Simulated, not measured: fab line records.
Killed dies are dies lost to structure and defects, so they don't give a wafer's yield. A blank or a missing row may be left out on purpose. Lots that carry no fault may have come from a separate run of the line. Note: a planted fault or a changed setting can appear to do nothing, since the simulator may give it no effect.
Matching of chambers -- flow nand harc -- NHARC_A_STAIRCASE_ETCH_313 on rie diel-05 has 4 sister chambers
The step etches the open film in CF4/CHF3. 4 wafers are shown with their chamber, then 9 later ones without.

WAFERS, EACH WITH ITS CHAMBER
wafer,chamber,drypump motor current A (A)
L075.4,3,5.3
L087.2,0,6.0
L087.3,1,4.9
L087.5,2,5.7

WAFERS WITHOUT THEIR CHAMBER
wafer,drypump motor current A (A)
L089.1,4.9
L089.5,5.2
L089.6,6.0
L091.1,5.3
L091.4,6.0
L091.5,5.7
L096.2,6.0
L096.3,4.9
L096.5,5.2

CHAMBER TAKEN BY EACH
wafer,from the rows above,in truth
L089.1,1,1
L089.5,3,3
L089.6,0,0
L091.1,3,3
L091.4,0,0
L091.5,2,2
L096.2,0,0
L096.3,1,1
L096.5,3,3
Correct placement for 9 of the 9. Not placeable from these rows: 0. Number placed wrongly: 0.
How it was worked out, from the rows above alone: a wafer's distance from a chamber is the root of the sum, over the readings, of the square of ((its reading less the chamber's mean) divided by the reading's scatter). If the next closest chamber is less than 2 further off than the closest, the wafer can't be placed; otherwise it belongs to the closest. The mean given for a chamber averages the wafers shown for that chamber. The scatter (one wafer shown for each chamber): square how far every hidden wafer sits from the nearest shown wafer, average those squares and take the square root.
